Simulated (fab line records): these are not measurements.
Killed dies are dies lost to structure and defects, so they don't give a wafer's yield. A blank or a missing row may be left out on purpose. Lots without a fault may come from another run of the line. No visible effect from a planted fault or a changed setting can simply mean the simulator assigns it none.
Matching of chambers -- flow nandHarc -- rieDiel-09 running NHARC_P_M1_STRIP_18: 4 sister chambers
The step strips in N2/H2. 4 wafers are shown with their chamber, then 12 later ones without.

## WAFERS PAIRED WITH THEIR CHAMBERS
wafer,chamber,drypumpMotorCurrentA (A)
L085.3,0,5.5
L091.1,2,6.1
L091.3,1,5.8
L091.4,3,6.1

## WAFERS WITH NO CHAMBER GIVEN
wafer,drypumpMotorCurrentA (A)
L092.2,6.1
L092.3,5.9
L092.4,6.1
L095.2,6.1
L095.5,6.1
L095.6,6.1
L096.1,6.1
L096.3,5.8
L096.6,5.8
L097.1,6.1
L097.2,6.1
L097.3,5.8

## CHAMBER TAKEN BY EACH
wafer,from the rows above,in truth
L092.2,can't be placed: 2 or 3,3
L092.3,1,1
L092.4,can't be placed: 2 or 3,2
L095.2,can't be placed: 2 or 3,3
L095.5,can't be placed: 2 or 3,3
L095.6,can't be placed: 2 or 3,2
L096.1,can't be placed: 2 or 3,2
L096.3,1,1
L096.6,1,1
L097.1,can't be placed: 2 or 3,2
L097.2,can't be placed: 2 or 3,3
L097.3,1,1
Placed correctly: 4 of 12. Cannot be placed on the basis of these rows: 8; the candidates contain the true chamber in 8. 0 placed wrongly.
How it was worked out, from the rows above alone: a wafer's distance from a chamber is the root of the sum, over the readings, of the square of ((its reading less the chamber's mean) divided by the reading's scatter). The wafer belongs to the nearest chamber; if the next one is less than 2 further off, it can't be placed. A chamber's mean is the mean of its shown wafers. The scatter (one wafer shown for each chamber): square how far every hidden wafer sits from the nearest shown wafer, average those squares and take the square root.
